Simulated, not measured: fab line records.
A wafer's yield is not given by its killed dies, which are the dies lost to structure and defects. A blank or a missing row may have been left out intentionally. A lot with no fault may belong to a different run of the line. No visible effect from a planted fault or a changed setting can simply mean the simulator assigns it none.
Split-lot study ; flow n5Finfet ; on a route of 1938 steps: 7 lots, 21 wafers read

ON THE SPLIT
At N5_FIN_SAQP_HM_DEP_03 (deposits SiNx from SiH4/NH3/N2, target thk 38 nm, time 33.6 s), the setting timeS was moved away from the recipe's 33.6 s on 10 of the 21 wafers read, by -6.5% to +11.1%. The other wafers ran this setting at the recipe's value.

FROM THE SPLIT TO THE READING: what the file shows between them, 14 steps
- N5_FIN_SAQP_THK_MEAS_05
- N5_FIN_SAQP_COAT_50: time 60 s, resist thk 35 nm (also split here: spinRpm)
- N5_FIN_SAQP_COAT_10: resist thk 90 nm
- N5_FIN_SAQP_EBR_12
- N5_FIN_SAQP_DESCUM_21: chemistry O2, time 7.9 s
- N5_FIN_SAQP_ETCH_51: etches SiARC in CF4, target depth 45.5 nm, time 75.8 s
- N5_FIN_SAQP_ETCH_52: etches SOC in N2/H2, target depth 100 nm, overetch 20 nm, time 150 s
- N5_FIN_SAQP_ETCH_65: etches SiO2 in CF4, target depth 4 nm, time 4.4 s (also split here: timeS)
- N5_FIN_SAQP_COAT_68: time 60 s, resist thk 100 nm (also split here: tempC)
- N5_FIN_SAQP_ETCH_69: etches SOC in N2/H2, stops on SiNx, target depth 150 nm
- N5_FIN_SAQP_ETCH_67: etches SiNx in CH3F/O2, target depth 30 nm
- N5_FIN_SAQP_SPACER2_ALD_28: deposits SiO2, target thk 8.1 nm, pulse time 1 s, purge time 2 s
- N5_FIN_SAQP_SPACER2_ETCHBACK_29: etches SiO2 in CHF3/O2, target depth 12.2 nm, time 6.1 s
- N5_FIN_SAQP_MANDREL2_REMOVE_60: chemistry HBr/Cl2/O2, target a-Si, stops on SiNx, bt time 10 s

THE READING
etch.depthNm (the simulator's own value, which no gauge read), in nm, at N5_FIN_SAQP_HM_OPEN_33 (chemistry CH3F/O2, target SiNx, target depth 49.4 nm, time 70.6 s). The file does not state a usual value for it. The 11 wafers here that ran the recipe average 37.76 nm, standard deviation 0.55 nm.

wafer;tool, chamber at the split;timeS as run, s;against the recipe;etch.depthNm, nm;against lot-mates on the recipe
L075.1;pecvd-04, 0;31.43;-6.5%;35.62;no lot-mate on the recipe
L075.2;pecvd-04, 1;31.43;-6.5%;36.05;no lot-mate on the recipe
L075.6;pecvd-04, 2;31.43;-6.5%;35.51;no lot-mate on the recipe
L077.2;pecvd-01, 1;33.6;recipe;37.46;-
L077.5;pecvd-01, 0;35.33;+5.1%;39.62;+2.16
L077.6;pecvd-01, 1;35.33;+5.1%;39.88;+2.42
L081.1;pecvd-01, 0;37.33;+11.1%;41.3;+3.42
L081.3;pecvd-01, 1;37.33;+11.1%;41.72;+3.84
L081.6;pecvd-01, 1;33.6;recipe;37.88;-
L083.3;pecvd-02, 0;35.22;+4.8%;39.89;+1.45
L083.4;pecvd-02, 2;33.6;recipe;38.68;-
L083.5;pecvd-02, 0;33.6;recipe;38.2;-
L084.1;pecvd-04, 2;36.8;+9.5%;40.32;+2.71
L084.5;pecvd-04, 2;36.8;+9.5%;40.9;+3.29
L084.6;pecvd-04, 1;33.6;recipe;37.61;-
L095.1;pecvd-01, 1;33.6;recipe;37.53;-
L095.2;pecvd-01, 2;33.6;recipe;36.85;-
L095.3;pecvd-01, 0;33.6;recipe;37.18;-
L096.1;pecvd-02, 2;33.6;recipe;37.62;-
L096.4;pecvd-02, 1;33.6;recipe;37.57;-
L096.6;pecvd-02, 2;33.6;recipe;38.73;-

THE FIT
A straight line over all 21 wafers: etch.depthNm changes by +0.327 nm for each +1% of timeS; r = +0.96; the points scatter about the line by 0.48 nm.
The same after taking each lot's own level away (the mean of its wafers on the recipe; 18 wafers): +0.329 nm for each +1%; r = +0.97; scatter 0.37 nm.
The reading moves by 3.7 nm for the largest change in timeS, on that fit.
The lots' own levels span 37.187 to 38.440 nm, that is 2.3 times the standard deviation above.
The two slopes are in agreement: the lot-to-lot level therefore moves the slope only a little.
Check: with one of the wafers moved furthest among these (+11.1%) left out of the fit, the line predicts +3.79 nm for it against its lot-mates. Against them it came out at +3.42 nm.

FURTHER SPLITS ON THESE WAFERS
Note: prior to the reading, these wafers also went through further splits. Each is held against what the fit with the lots' levels taken away leaves over:
other split on the same wafers;wafers away from the commonest value;r with etch.depthNm (lot level and that fit taken away)
N5_ZERO_LAYER_EXPOSE_08 doseMj;7;-0.02
N5_ZERO_LAYER_DESCUM_16 timeS;10;+0.07
N5_FIN_SAQP_COAT_50 spinRpm;9;-0.09
N5_FIN_SAQP_ETCH_65 timeS;6;+0.24
N5_FIN_SAQP_COAT_68 tempC;5;+0.10

THE WHOLE CHAIN: every reading that the file lists as answering this split, in the file's order
step;what it does;reading;change (the file's fit);r (the file's)
N5_FIN_SAQP_HM_DEP_03;deposits SiNx from SiH4/NH3/N2, target thk 38 nm, time 33.6 s;SiNx_of_FIN_SAQP_HM_DEP_03.thkNm (the simulator's own value, which no gauge read);+0.332 nm for each +1% of the setting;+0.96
N5_FIN_SAQP_THK_MEAS_05;;thkNm;withheld for each +1% of the setting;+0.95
N5_FIN_SAQP_MANDREL2_REMOVE_60;chemistry HBr/Cl2/O2, target a-Si, stops on SiNx, bt time 10 s;SiNx_of_FIN_SAQP_HM_DEP_03.thkNm (the simulator's own value, which no gauge read);+0.335 nm for each +1% of the setting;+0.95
N5_FIN_SAQP_HM_OPEN_33;chemistry CH3F/O2, target SiNx, target depth 49.4 nm, time 70.6 s;etch.depthNm (the simulator's own value, which no gauge read);+0.332 nm for each +1% of the setting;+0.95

FILE'S OWN FIT
etch.depthNm changes by +0.332 nm for each +1% of timeS, r = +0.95.
